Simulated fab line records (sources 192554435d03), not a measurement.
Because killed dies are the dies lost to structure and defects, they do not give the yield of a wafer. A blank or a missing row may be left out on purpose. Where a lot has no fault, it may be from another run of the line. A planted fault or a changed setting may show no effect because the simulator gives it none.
What tool caused it? + flow n5-finfet + 24 lots, 72 wafers sampled, at 6 steps of a route of 1938

WHAT THE GAUGES READ, wafer by wafer
N5_SDB_INSPECT_36: inspects for defects (darkfield).
| lot  | measured    | on                | raw-defect-count |
|------|-------------|-------------------|------------------|
| L074 | day 4 00:38 | defect-inspect-01 | 16 35 111        |
| L075 | day 4 02:59 | defect-inspect-01 | 42 44 76         |
| L076 | day 4 09:58 | defect-inspect-01 | 56 23 39         |
| L077 | day 4 15:39 | defect-inspect-02 | 26 29 25         |
| L078 | day 4 22:38 | defect-inspect-01 | 16 40 27         |
| L079 | day 5 05:08 | defect-inspect-01 | 61 33 82         |
| L080 | day 5 13:03 | defect-inspect-01 | 20 16 17         |
| L081 | day 5 16:23 | defect-inspect-01 | 12 35 11         |
| L082 | day 5 19:41 | defect-inspect-01 | 32 69 85         |
| L083 | day 6 02:06 | defect-inspect-02 | 38 15 60         |
| L084 | day 6 09:28 | defect-inspect-01 | 38 81 36         |
| L085 | day 6 18:51 | defect-inspect-01 | 34 26 39         |
| L086 | day 7 02:04 | defect-inspect-01 | 23 29 31         |
| L087 | day 7 11:44 | defect-inspect-01 | 16 36 21         |
| L088 | day 7 11:52 | defect-inspect-01 | 31 36 30         |
| L089 | day 8 00:37 | defect-inspect-02 | 22 27 13         |
| L090 | day 8 06:50 | defect-inspect-01 | 25 26 56         |
| L091 | day 8 10:55 | defect-inspect-01 | 35 23 20         |
| L092 | day 8 15:43 | defect-inspect-01 | 25 41 45         |
| L093 | day 8 18:31 | defect-inspect-01 | 28 22 37         |
| L094 | day 9 02:22 | defect-inspect-01 | 60 52 56         |
| L095 | day 9 04:44 | defect-inspect-02 | 34 49 65         |
| L096 | day 9 15:26 | defect-inspect-02 | 35 29 45         |
| L097 | day 9 16:59 | defect-inspect-01 | 37 68 46         |

N5_DUMMY_REMOVAL_INSPECT_06: inspects for defects (brightfield).
| lot  | measured    | on                | raw-defect-count |
|------|-------------|-------------------|------------------|
| L074 | day 4 01:06 | defect-inspect-02 | 9 9 12           |
| L075 | day 4 03:14 | defect-inspect-02 | 20 12 14         |
| L076 | day 4 10:11 | defect-inspect-01 | 7 16 12          |
| L077 | day 4 15:53 | defect-inspect-01 | 22 7 9           |
| L078 | day 4 22:52 | defect-inspect-01 | 5 10 6           |
| L079 | day 5 05:22 | defect-inspect-02 | 19 20 14         |
| L080 | day 5 13:17 | defect-inspect-02 | 15 11 6          |
| L081 | day 5 16:37 | defect-inspect-02 | 11 9 13          |
| L082 | day 5 19:59 | defect-inspect-01 | 11 15 15         |
| L083 | day 6 02:20 | defect-inspect-02 | 7 2 15           |
| L084 | day 6 09:46 | defect-inspect-02 | 13 11 4          |
| L085 | day 6 19:14 | defect-inspect-02 | 8 11 8           |
| L086 | day 7 02:23 | defect-inspect-01 | 13 14 11         |
| L087 | day 7 11:58 | defect-inspect-02 | 4 9 7            |
| L088 | day 7 12:06 | defect-inspect-02 | 7 7 8            |
| L089 | day 8 00:51 | defect-inspect-02 | 11 8 14          |
| L090 | day 8 07:11 | defect-inspect-01 | 7 4 18           |
| L091 | day 8 11:10 | defect-inspect-02 | 17 22 14         |
| L092 | day 8 15:59 | defect-inspect-02 | 16 11 25         |
| L093 | day 8 18:50 | defect-inspect-02 | 18 26 20         |
| L094 | day 9 02:35 | defect-inspect-02 | 24 18 5          |
| L095 | day 9 05:02 | defect-inspect-01 | 7 15 8           |
| L096 | day 9 15:43 | defect-inspect-01 | 11 22 16         |
| L097 | day 9 17:13 | defect-inspect-01 | 6 7 15           |

EACH LOT AND THE TOOL THAT RAN IT (in order: tool; ch and the chambers of the sampled wafers; start)
| lot  | N5_SD_EPI_N_VAPOR_ETCH_50      | N5_ILD0_LINER_00                 | N5_SDB_HM_DEP_00               | N5_SDB_ALD_29                    |
|------|--------------------------------|----------------------------------|--------------------------------|----------------------------------|
| L074 | epi-rpcvd-01 ch 0, day 3 05:46 | ald-sin-02 ch 0,1, day 3 13:26   | pecvd-01 ch 0,1, day 3 20:08   | ald-sin-03 ch 1,2,3, day 3 21:35 |
| L075 | epi-rpcvd-02 ch 0, day 3 07:31 | ald-sin-04 ch 1,3, day 3 16:11   | pecvd-04 ch 0,1,2, day 3 22:28 | ald-sin-02 ch 0,1,3, day 3 23:56 |
| L076 | epi-rpcvd-04 ch 0, day 3 15:49 | ald-sin-01 ch 0,2,3, day 3 23:14 | pecvd-04 ch 0,2, day 4 05:31   | ald-sin-03 ch 0,3, day 4 06:55   |
| L077 | epi-rpcvd-04 ch 0, day 3 20:52 | ald-sin-01 ch 0,1,3, day 4 04:17 | pecvd-04 ch 0,1,2, day 4 10:32 | ald-sin-02 ch 1,2,3, day 4 12:36 |
| L078 | epi-rpcvd-04 ch 0, day 4 04:28 | ald-sin-02 ch 0,1,3, day 4 11:47 | pecvd-02 ch 1,2, day 4 18:21   | ald-sin-01 ch 0,2,3, day 4 19:34 |
| L079 | epi-rpcvd-01 ch 0, day 4 10:47 | ald-sin-01 ch 0,1,3, day 4 18:29 | pecvd-02 ch 0,1, day 5 00:47   | ald-sin-01 ch 1,2,3, day 5 02:05 |
| L080 | epi-rpcvd-02 ch 0, day 4 13:08 | ald-sin-04 ch 1,3, day 4 20:49   | pecvd-01 ch 0,1,2, day 5 03:35 | ald-sin-02 ch 1,3, day 5 09:59   |
| L081 | epi-rpcvd-04 ch 0, day 4 21:53 | ald-sin-02 ch 0,1,2, day 5 05:42 | pecvd-02 ch 0,1,2, day 5 12:07 | ald-sin-01 ch 0,1,3, day 5 13:20 |
| L082 | epi-rpcvd-01 ch 0, day 5 00:53 | ald-sin-01 ch 0,2,3, day 5 09:03 | pecvd-02 ch 0,1,2, day 5 15:19 | ald-sin-03 ch 0,2,3, day 5 16:38 |
| L083 | epi-rpcvd-04 ch 0, day 5 07:42 | ald-sin-02 ch 1,2, day 5 15:16   | pecvd-04 ch 0,1,2, day 5 21:31 | ald-sin-02 ch 1,2, day 5 22:50   |
| L084 | epi-rpcvd-04 ch 0, day 5 13:56 | ald-sin-01 ch 0,1,3, day 5 21:35 | pecvd-04 ch 0,1,2, day 6 03:53 | ald-sin-01 ch 0,1,3, day 6 06:24 |
| L085 | epi-rpcvd-02 ch 0, day 5 23:38 | ald-sin-02 ch 1,2,3, day 6 08:10 | pecvd-02 ch 0,2, day 6 14:26   | ald-sin-01 ch 0,2,3, day 6 15:47 |
| L086 | epi-rpcvd-01 ch 0, day 6 06:41 | ald-sin-04 ch 0,1,2, day 6 15:07 | pecvd-04 ch 0,2, day 6 21:22   | ald-sin-01 ch 1,2, day 6 23:00   |
| L087 | epi-rpcvd-02 ch 0, day 6 14:24 | ald-sin-04 ch 0,1,3, day 7 00:10 | pecvd-02 ch 1,2, day 7 06:26   | ald-sin-01 ch 1,2,3, day 7 08:41 |
| L088 | epi-rpcvd-04 ch 0, day 6 17:06 | ald-sin-02 ch 1,2, day 7 01:01   | pecvd-04 ch 0,2, day 7 07:16   | ald-sin-02 ch 0,3, day 7 08:44   |
| L089 | epi-rpcvd-02 ch 0, day 7 04:33 | ald-sin-02 ch 1,2, day 7 13:43   | pecvd-02 ch 0,1,2, day 7 20:00 | ald-sin-01 ch 0,1,3, day 7 21:34 |
| L090 | epi-rpcvd-01 ch 0, day 7 12:26 | ald-sin-01 ch 0,3, day 7 19:53   | pecvd-01 ch 1,2, day 8 02:28   | ald-sin-02 ch 1,3, day 8 03:47   |
| L091 | epi-rpcvd-04 ch 0, day 7 16:23 | ald-sin-01 ch 0,1,3, day 8 00:16 | pecvd-01 ch 0,1,2, day 8 06:32 | ald-sin-01 ch 0,1,2, day 8 07:52 |
| L092 | epi-rpcvd-02 ch 0, day 7 20:28 | ald-sin-01 ch 0,2,3, day 8 04:41 | pecvd-04 ch 0,1, day 8 10:57   | ald-sin-01 ch 0,2,3, day 8 12:40 |
| L093 | epi-rpcvd-01 ch 0, day 7 22:09 | ald-sin-01 ch 0,1,2, day 8 06:32 | pecvd-01 ch 0,1, day 8 13:10   | ald-sin-01 ch 0,3, day 8 15:28   |
| L094 | epi-rpcvd-04 ch 0, day 8 06:14 | ald-sin-02 ch 1,2,3, day 8 15:17 | pecvd-02 ch 0,1, day 8 21:32   | ald-sin-01 ch 1,2,3, day 8 23:19 |
| L095 | epi-rpcvd-02 ch 0, day 8 09:29 | ald-sin-02 ch 2,3, day 8 18:03   | pecvd-04 ch 0,2, day 9 00:19   | ald-sin-02 ch 0,3, day 9 01:40   |
| L096 | epi-rpcvd-01 ch 0, day 8 17:23 | ald-sin-04 ch 0,2,3, day 9 03:53 | pecvd-02 ch 0,1, day 9 10:31   | ald-sin-01 ch 0,2, day 9 12:23   |
| L097 | epi-rpcvd-04 ch 0, day 8 20:36 | ald-sin-01 ch 0,3, day 9 05:53   | pecvd-04 ch 0,2, day 9 12:36   | ald-sin-03 ch 2,3, day 9 13:56   |
- N5_SD_EPI_N_VAPOR_ETCH_50: etches Si in HCl, time 54 s.
- N5_ILD0_LINER_00: material SiNx, target thk 4 nm, pulse time 1 s, purge time 2 s.
- N5_SDB_HM_DEP_00: deposits SiNx from SiH4/NH3/N2, target thk 40 nm, time 35.3 s.
- N5_SDB_ALD_29: deposits SiNx, target thk 30 nm, pulse time 1 s, ald cycles 600.

WHAT THE TOOLS THEMSELVES READ (means of the sampled wafers that have a number; where no wafer has one, the mark that the record gives instead)
N5_SD_EPI_N_VAPOR_ETCH_50.
| lot  | tool         | throttle-valve-pct (%) |
|------|--------------|------------------------|
| L074 | epi-rpcvd-01 | 11.4                   |
| L075 | epi-rpcvd-02 | 11.2                   |
| L076 | epi-rpcvd-04 | 12.5                   |
| L077 | epi-rpcvd-04 | 12.7                   |
| L078 | epi-rpcvd-04 | 12.5                   |
| L079 | epi-rpcvd-01 | 11.5                   |
| L080 | epi-rpcvd-02 | 11.1                   |
| L081 | epi-rpcvd-04 | 12.5                   |
| L082 | epi-rpcvd-01 | 11.3                   |
| L083 | epi-rpcvd-04 | 12.6                   |
| L084 | epi-rpcvd-04 | 12.4                   |
| L085 | epi-rpcvd-02 | 11.3                   |
| L086 | epi-rpcvd-01 | 11.5                   |
| L087 | epi-rpcvd-02 | 11.3                   |
| L088 | epi-rpcvd-04 | 12.4                   |
| L089 | epi-rpcvd-02 | 11.2                   |
| L090 | epi-rpcvd-01 | 11.5                   |
| L091 | epi-rpcvd-04 | 12.7                   |
| L092 | epi-rpcvd-02 | 11.2                   |
| L093 | epi-rpcvd-01 | 11.5                   |
| L094 | epi-rpcvd-04 | 12.4                   |
| L095 | epi-rpcvd-02 | 11.3                   |
| L096 | epi-rpcvd-01 | 11.2                   |
| L097 | epi-rpcvd-04 | 12.5                   |

N5_ILD0_LINER_00.
| lot  | tool       | heater-power-w (W) | precursor-pulse-height-rel |
|------|------------|--------------------|----------------------------|
| L074 | ald-sin-02 | 876                | 0.982                      |
| L075 | ald-sin-04 | 860                | 1.002                      |
| L076 | ald-sin-01 | 922                | 0.982                      |
| L077 | ald-sin-01 | 916                | 1.011                      |
| L078 | ald-sin-02 | 858                | 1.009                      |
| L079 | ald-sin-01 | 938                | 1.019                      |
| L080 | ald-sin-04 | 860                | 0.986                      |
| L081 | ald-sin-02 | 831                | 0.995                      |
| L082 | ald-sin-01 | 912                | 1.010                      |
| L083 | ald-sin-02 | 800                | 0.988                      |
| L084 | ald-sin-01 | 921                | 0.999                      |
| L085 | ald-sin-02 | 824                | 0.983                      |
| L086 | ald-sin-04 | 934                | 0.995                      |
| L087 | ald-sin-04 | 936                | 1.002                      |
| L088 | ald-sin-02 | 849                | 0.993                      |
| L089 | ald-sin-02 | 846                | 0.993                      |
| L090 | ald-sin-01 | 925                | 1.007                      |
| L091 | ald-sin-01 | 935                | 0.992                      |
| L092 | ald-sin-01 | 923                | 0.999                      |
| L093 | ald-sin-01 | 898                | 1.014                      |
| L094 | ald-sin-02 | 821                | 0.998                      |
| L095 | ald-sin-02 | 874                | 1.000                      |
| L096 | ald-sin-04 | 937                | 0.987                      |
| L097 | ald-sin-01 | 931                | 1.017                      |

N5_SDB_HM_DEP_00.
| lot  | tool     | heater-power-w (W) | showerhead-plenum-p-Torr (Torr) | throttle-valve-pct (%) |
|------|----------|--------------------|---------------------------------|------------------------|
| L074 | pecvd-01 | 718                | 5.19                            | 39.0                   |
| L075 | pecvd-04 | 816                | 5.11                            | 40.8                   |
| L076 | pecvd-04 | 816                | 5.07                            | 39.6                   |
| L077 | pecvd-04 | 766                | 5.12                            | 41.0                   |
| L078 | pecvd-02 | 731                | 5.13                            | 42.6                   |
| L079 | pecvd-02 | 775                | 5.16                            | 38.8                   |
| L080 | pecvd-01 | 700                | 5.17                            | 38.8                   |
| L081 | pecvd-02 | 812                | 5.12                            | 40.8                   |
| L082 | pecvd-02 | 814                | 5.13                            | 40.8                   |
| L083 | pecvd-04 | 814                | 5.12                            | 41.2                   |
| L084 | pecvd-04 | 798                | 5.12                            | 41.0                   |
| L085 | pecvd-02 | 793                | 5.09                            | 41.2                   |
| L086 | pecvd-04 | 794                | 5.08                            | 39.5                   |
| L087 | pecvd-02 | 736                | 5.13                            | 42.5                   |
| L088 | pecvd-04 | 769                | 5.07                            | 39.7                   |
| L089 | pecvd-02 | 743                | 5.13                            | 40.9                   |
| L090 | pecvd-01 | 659                | 5.14                            | 39.1                   |
| L091 | pecvd-01 | 691                | 5.16                            | 38.8                   |
| L092 | pecvd-04 | 768                | 5.16                            | 42.3                   |
| L093 | pecvd-01 | 679                | 5.20                            | 39.0                   |
| L094 | pecvd-02 | 814                | 5.17                            | 38.9                   |
| L095 | pecvd-04 | 815                | 5.07                            | 41.5                   |
| L096 | pecvd-02 | 897                | 5.16                            | 39.0                   |
| L097 | pecvd-04 | 827                | 5.07                            | 39.8                   |

N5_SDB_ALD_29.
| lot  | tool       | heater-power-w (W) | precursor-pulse-height-rel |
|------|------------|--------------------|----------------------------|
| L074 | ald-sin-03 | 822                | 0.992                      |
| L075 | ald-sin-02 | 875                | 1.007                      |
| L076 | ald-sin-03 | 819                | 0.992                      |
| L077 | ald-sin-02 | 847                | 0.975                      |
| L078 | ald-sin-01 | 916                | 1.004                      |
| L079 | ald-sin-01 | 806                | 1.004                      |
| L080 | ald-sin-02 | 810                | 0.992                      |
| L081 | ald-sin-01 | 935                | 0.991                      |
| L082 | ald-sin-03 | 840                | 1.012                      |
| L083 | ald-sin-02 | 805                | 0.986                      |
| L084 | ald-sin-01 | 938                | 0.998                      |
| L085 | ald-sin-01 | 907                | 1.003                      |
| L086 | ald-sin-01 | 814                | 1.007                      |
| L087 | ald-sin-01 | 817                | 1.010                      |
| L088 | ald-sin-02 | 848                | 0.986                      |
| L089 | ald-sin-01 | 932                | 0.987                      |
| L090 | ald-sin-02 | 800                | 0.989                      |
| L091 | ald-sin-01 | 909                | 1.003                      |
| L092 | ald-sin-01 | 902                | 0.998                      |
| L093 | ald-sin-01 | 1020               | 1.004                      |
| L094 | ald-sin-01 | 830                | 1.002                      |
| L095 | ald-sin-02 | 846                | 0.980                      |
| L096 | ald-sin-01 | 890                | 0.987                      |
| L097 | ald-sin-03 | 848                | 1.007                      |

THE ANSWER, worked out from the rows above alone
Rule: what is usual is taken from the lots themselves. Put in order of their means at a reading, lots are off if they are a third of the lots or fewer, leave a main group of 4 or more, and stand apart from it by a gap of 3 or more times the standard deviation of the main group's means; of several such gaps the widest counts. The tables above print the reading to a certain number of digits; a main group whose means all agree to those digits is not used. Also off: a lot with no number at a reading for which 4 or more lots have one. Where the step has rows for the other lots, those lots are counted as sound. After the gauges, taken in route order, come the tools' own readings; for these a lot's mean is taken, as printed above. At the first step where some lot is off, the reading lying furthest off is the one used; lots without a number count as furthest.
No lot is off on any of the readings shown, so nothing can be concluded from this.

WHAT THE SIMULATOR PUT IN
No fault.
